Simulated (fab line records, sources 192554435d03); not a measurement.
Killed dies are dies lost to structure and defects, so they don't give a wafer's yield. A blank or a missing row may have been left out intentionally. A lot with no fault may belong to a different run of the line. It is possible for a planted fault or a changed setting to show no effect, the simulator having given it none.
Lot-split experiment -- flow n5-finfet -- 39 wafers read across 7 lots, on a route 1938 steps long

== THE SPLIT ==
At N5_BEOL_M6_TRENCH_ETCH_37 (etches SiCOH lowk in C4F6/O2, target depth 94.435 nm, time 31.5 s), the setting target-depth-a was moved away from the recipe's 944.35 angstrom on 15 of the 39 wafers read, by -44.0% to +40.9%. This setting was run at the recipe's value on the other wafers.

== FROM THE SPLIT TO THE READING: what the file shows between them, 8 steps ==
- N5_BEOL_M6_ETCH_41: etches SiCN in CH3F/O2, target depth 29.7 nm, time 52 s
- N5_BEOL_M6_STRIP_80: strips in N2/H2, time 10 s
- N5_BEOL_M6_OCD_MEAS_38
- N5_BEOL_M6_HM_STRIP_39: strips TiN in peroxide tin strip, target depth 25 nm, time 158 s
- N5_BEOL_M6_SRD_40: time 30 s
- N5_BEOL_M6_ECD_50: material Cu, target thk 300 nm
- N5_BEOL_M6_ANNEAL_51: time 90 s
- N5_BEOL_M6_CMP_52: polishes, stops on SiCOH lowk, t overpolish 6.9 s, target thk 80 nm

== THE READING ==
M6_THK, in nm, at N5_BEOL_M6_THK_MEAS_53 (measures by xrf). Typical for fault-free wafers on this fab line: 79.9 nm, with standard deviation 2.1 nm.

wafer,"tool, chamber at the split","target-depth-a as run, angstrom",against the recipe,"M6_THK, nm",against lot-mates on the recipe
L078.1,"rie-diel-03, 1",944.35,recipe,78.3,-
L078.2,"rie-diel-03, 0",944.35,recipe,81.7,-
L078.3,"rie-diel-03, 3",528.7,-44.0%,35.2,-44.3
L078.4,"rie-diel-03, 2",528.7,-44.0%,37.8,-41.7
L078.5,"rie-diel-03, 0",528.7,-44.0%,38.2,-41.3
L078.6,"rie-diel-03, 1",944.35,recipe,78.5,-
L079.1,"rie-diel-03, 0",944.35,recipe,81.9,-
L079.3,"rie-diel-03, 2",944.35,recipe,82.6,-
L079.4,"rie-diel-03, 3",944.35,recipe,78.1,-
L080.1,"rie-diel-03, 3",1171,+24.0%,100.6,+20.0
L080.2,"rie-diel-03, 2",1171,+24.0%,103.8,+23.2
L080.3,"rie-diel-03, 1",944.35,recipe,80.1,-
L080.4,"rie-diel-03, 0",1171,+24.0%,103.4,+22.8
L080.5,"rie-diel-03, 0",944.35,recipe,81.9,-
L080.6,"rie-diel-03, 1",944.35,recipe,79.8,-
L089.1,"rie-diel-05, 3",944.35,recipe,80.1,-
L089.2,"rie-diel-05, 1",1331,+40.9%,114.9,+35.9
L089.3,"rie-diel-05, 2",1331,+40.9%,115.6,+36.6
L089.4,"rie-diel-05, 0",1331,+40.9%,115.8,+36.8
L089.5,"rie-diel-05, 1",944.35,recipe,77.1,-
L089.6,"rie-diel-05, 2",944.35,recipe,79.7,-
L090.1,"rie-diel-03, 0",944.35,recipe,81.6,-
L090.2,"rie-diel-03, 1",944.35,recipe,79.1,-
L090.3,"rie-diel-03, 3",944.35,recipe,75.1,-
L090.4,"rie-diel-03, 0",944.35,recipe,80.2,-
L090.5,"rie-diel-03, 3",944.35,recipe,77.6,-
L090.6,"rie-diel-03, 1",944.35,recipe,79.5,-
L093.1,"rie-diel-01, 3",674.6,-28.6%,53.6,-26.7
L093.2,"rie-diel-01, 1",944.35,recipe,83.2,-
L093.3,"rie-diel-01, 0",944.35,recipe,78.7,-
L093.4,"rie-diel-01, 2",944.35,recipe,78.9,-
L093.5,"rie-diel-01, 1",674.6,-28.6%,53.4,-26.9
L093.6,"rie-diel-01, 0",674.6,-28.6%,52.3,-28.0
L095.1,"rie-diel-05, 2",1328,+40.6%,118.5,+34.9
L095.2,"rie-diel-05, 1",1328,+40.6%,120.9,+37.3
L095.3,"rie-diel-05, 3",944.35,recipe,83.6,-
L095.4,"rie-diel-05, 0",1328,+40.6%,116.8,+33.2
L095.5,"rie-diel-05, 3",944.35,recipe,85.0,-
L095.6,"rie-diel-05, 2",944.35,recipe,82.2,-

THE FIT
A straight line over all 39 wafers: M6_THK changes by +0.936 nm for each +1% of target-depth-a; r = +0.99; the points scatter about the line by 2.2 nm.
The same after taking each lot's own level away (the mean of its wafers on the recipe; 39 wafers): +0.918 nm for each +1%; r = +1.00; scatter 1.8 nm.
Per that fit: largest target-depth-a move, reading shift of 40 nm.
From 78.85 to 83.60 nm: that is the span of the lots' own levels, equal to 2.3 times the standard deviation above.
The two slopes are in agreement: the lot-to-lot level therefore moves the slope only a little.
Check: -40.3 nm against its lot-mates is what the line predicts for one of the wafers moved furthest among these (-44.0%) when that wafer is left out of the fit. Against them it came out at -44.3 nm.

== ADDITIONAL SPLITS CARRIED BY THESE WAFERS ==
These wafers also went through other splits before the reading. Each is held against what the fit with the lots' levels taken away leaves over:
other split on the same wafers,wafers away from the commonest value,r with M6_THK (lot level and that fit taken away)
N5_BEOL_M3_ILD_DEP_00 time-s,9,-0.08
N5_BEOL_M3_CVD_47 target-thk-a,12,-0.07

== THE WHOLE CHAIN: every reading that the file lists as answering this split, in the file's order ==
step,what it does,reading,change (the file's fit),r (the file's)
N5_BEOL_M6_TRENCH_ETCH_37,"etches SiCOH lowk in C4F6/O2, target depth 94.435 nm, time 31.5 s","BEOL_M6.feature-depth-nm (the simulator's own value, which no gauge read)",+0.916 nm for each +1% of the setting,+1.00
N5_BEOL_M6_TRENCH_ETCH_37,"etches SiCOH lowk in C4F6/O2, target depth 94.435 nm, time 31.5 s","etch.depth-nm (the simulator's own value, which no gauge read)",+0.916 nm for each +1% of the setting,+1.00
N5_BEOL_M6_TRENCH_ETCH_37,"etches SiCOH lowk in C4F6/O2, target depth 94.435 nm, time 31.5 s","TiN_of_BEOL_M6_HM_DEP_02.thk-nm (the simulator's own value, which no gauge read)",-0.0257 nm for each +1% of the setting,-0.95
N5_BEOL_M6_OCD_MEAS_38,,trench-depth-nm,+0.92 nm for each +1% of the setting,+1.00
N5_BEOL_M6_CMP_52,"polishes, stops on SiCOH lowk, t overpolish 6.9 s, target thk 80 nm","Cu_of_BEOL_M6_ECD_50.thk-nm (the simulator's own value, which no gauge read)",+0.913 nm for each +1% of the setting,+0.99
N5_BEOL_M6_THK_MEAS_53,measures by xrf,M6_THK,+0.915 for each +1% of the setting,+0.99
N5_BEOL_M6_RS_MEAS_57,measures by four-point-probe,M6_RS,"not straight: 0.749 at the lowest setting, 0.288 at the recipe, 0.187 at the highest",not given

== THE FILE'S OWN FIT ==
M6_THK changes by +0.915 nm for each +1% of target-depth-a, r = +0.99.
